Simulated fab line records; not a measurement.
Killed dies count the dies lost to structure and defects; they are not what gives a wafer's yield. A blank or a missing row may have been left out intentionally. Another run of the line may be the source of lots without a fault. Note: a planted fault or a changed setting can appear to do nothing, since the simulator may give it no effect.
A lot that was struck, set against a sound lot -- flow nand harc -- 16 steps out of a route of 1302
Sound: these wafers, L413.1, L413.3, L413.4. Struck: wafers L433.1, L433.3, L433.5. The cause is named last.
Each step with rows lists, per side, the tool, then ch with its chambers, then its first start. Under that, the readings that differ: sound wafers -- struck wafers -- difference of the means -- sigmas: that difference in standard deviations of wafers without a fault.
alike: words and numbers the same on both sides, and readings whose means are apart by under 2 such deviations; not compared: readings that were withheld, readings missing a value for some wafer, numbers with overlapping values and no deviation given by the record, and bounds like >300 which may hide the same value.
Wherever a step has rows on one side only, a row that says differs or no value, or a row with sigmas, the two part there. Numbers that don't overlap but have no deviation are shown without sigmas and don't part them. A reading missing from all wafers of one side parts the sides only when that side holds two or more wafers.

first, 1 step without rows for these wafers: NHARC_P_ZERO_WELL_HARDBAKE_25 (time 80 s).
NHARC_P_ZERO_WELL_DESCUM_26: chemistry O2, time 3 s.
  sound on rie diel-09 ch 0,2,3, day 1 22:52; struck on rie diel-01 ch 2,3, day 10 08:26
  alike: drypump motor current A, o2 flow sccm, oes product au, rf vpp V, showerhead plenum p Torr, throttle valve pct
  not compared: rf hours counter h
then, 10 steps without rows for these wafers: NHARC_P_ZERO_WELL_IMPLANT_27; NHARC_P_ZERO_WELL_IMPLANT_57; NHARC_P_ZERO_WELL_IMPLANT_58; NHARC_P_ZERO_WELL_STRIP_28 (strips in SPM, time 840 s); NHARC_P_ZERO_WELL_DEHYDRATE_29 (time 120 s); NHARC_P_ZERO_WELL_HMDS_30 (time 30 s); NHARC_P_ZERO_WELL_COAT_31; NHARC_P_ZERO_WELL_SOFTBAKE_32 (time 95 s); NHARC_P_ZERO_WELL_EBR_33; NHARC_P_ZERO_WELL_EXPOSE_34 (exposes mask P PWELL, target cd 720 nm).
NHARC_P_ZERO_WELL_PEB_35: peb time 85 s.
  sound on litho track-03 ch 0, day 2 00:08; struck on litho track-03 ch 0, day 10 09:41
reading,sound,struck,difference,sigmas
heater power total W (W),164.22 163.59 163.70,157.48 158.16 158.04,-5.94,-22
plate temp C (C),118.01 117.98 117.89,114.55 114.46 114.47,-3.47,-29
then, 1 step without rows for these wafers: NHARC_P_ZERO_WELL_DEVELOP_36 (time 70 s).
NHARC_P_ZERO_WELL_CD_MEAS_37: the cd target is 720 nm.
  sound on cd sem-02 ch 0, day 2 00:14; struck on cd sem-03 ch 0, day 10 09:47
reading,sound,struck,difference,sigmas
cd nm (nm),718.3 717.1 715.4,710.8 711.5 711.4,-5.7,-3
then, 1 step without rows for these wafers: NHARC_P_ZERO_WELL_HARDBAKE_38 (time 80 s).

== WHERE THEY PART ==
Last at NHARC_P_ZERO_WELL_CD_MEAS_37 as far as this record goes, first at NHARC_P_ZERO_WELL_PEB_35.

WHY: what the simulator had put in
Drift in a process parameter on litho track-03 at NHARC_P_ZERO_WELL_PEB_35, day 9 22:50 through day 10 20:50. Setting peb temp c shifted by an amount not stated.
